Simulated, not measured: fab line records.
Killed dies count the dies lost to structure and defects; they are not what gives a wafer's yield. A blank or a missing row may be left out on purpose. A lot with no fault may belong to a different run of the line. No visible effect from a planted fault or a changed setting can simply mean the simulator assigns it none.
2 desks looking at one fault | flow nand_harc | only its own numbers are on each desk; what lay behind them is given at the end

DESK OF THE TOOL OWNER: rie_si-05
The tool's own readings at NHARC_A_DECK1_JOINT_ETCHBACK_00 (etches the open film in HBr, target depth 30 nm, time 17.4 s): means of the sampled wafers that have a number, for each lot that ran on this tool. A lot is out of limits, marked OUT, if its mean lies more than 4 standard deviations from the usual mean; the brackets give that distance.
Columns: A = chamber_pressure_mTorr at NHARC_A_DECK1_JOINT_ETCHBACK_00, usual 14.999 mTorr; B = drypump_motor_current_A at NHARC_A_DECK1_JOINT_ETCHBACK_00, usual 5.8 A; C = oes_product_au at NHARC_A_DECK1_JOINT_ETCHBACK_00, usual 1.001 a.u.; D = run_length_s at NHARC_A_DECK1_JOINT_ETCHBACK_00, usual 38.7 s; E = throttle_valve_pct at NHARC_A_DECK1_JOINT_ETCHBACK_00, usual 23.266 %
lot  | first seen here | A      | B   | C     | D               | E
L166 | day 14 22:15    | 14.999 | 5.7 | 0.999 | 38.5            | 23.262
L171 | day 17 12:15    | 14.985 | 5.6 | 0.996 | 38.6            | 23.275
L172 | day 18 01:37    | 14.997 | 5.6 | 1.005 | 38.5            | 23.262
L174 | day 18 18:48    | 14.986 | 5.5 | 1.000 | 33.0 (-12) OUT  | 23.263
L175 | day 18 23:14    | 15.011 | 5.4 | 1.007 | 33.5 (-11) OUT  | 23.268
L178 | day 20 05:04    | 14.988 | 5.5 | 0.991 | 35.6 (-6.4) OUT | 23.258
Finding of this desk: L174, L175, L178 out of limits; the first was L174 at day 18 18:48, on run_length_s at NHARC_A_DECK1_JOINT_ETCHBACK_00. Within limits: L166, L171, L172.

THE METROLOGY DESK
Lot by lot, what the gauges showed, no matter which tool ran the lot: averages of those sampled wafers that carry a number. A lot is out of limits, marked OUT, if its mean lies more than 4 standard deviations from the usual mean; the brackets give that distance.
Columns: A = thk_nm at NHARC_A_ONON_D2_THK_MEAS_02, usual 998 nm
lot  | first seen here | A
L158 | day 13 03:08    | 1005
L159 | day 13 14:46    | 995
L161 | day 14 03:56    | 999
L166 | day 16 00:38    | 1013
L165 | day 16 00:39    | 997
L169 | day 17 01:41    | 994
L167 | day 17 01:41    | 990
L171 | day 18 17:33    | 972
L170 | day 18 17:36    | 999
L172 | day 19 02:32    | 1005
L174 | day 19 23:46    | 1000
L175 | day 20 02:12    | 988
L178 | day 21 08:08    | 1002
Result from this desk: across the 13 lots, nothing is out of limits.

PUT TOGETHER
At day 18 18:48, on L174, L175, L178, the tool owner's desk was in a position to raise an alarm.
The metrology desk saw nothing out of limits.
The metrology desk has L174, L175, L178 on record, within its limits.
All the named lots went through NHARC_A_DECK1_JOINT_ETCHBACK_00 on rie_si-05.

WHAT HAD BEEN PUT IN BY THE SIMULATOR
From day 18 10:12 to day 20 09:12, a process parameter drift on rie_si-05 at NHARC_A_DECK1_JOINT_ETCHBACK_00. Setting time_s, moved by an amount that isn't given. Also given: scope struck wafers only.
Lots struck among those shown: L174, L175, L178.
Each desk's first reading out of limits, in hours after the fault started: the tool owner's desk, 9.
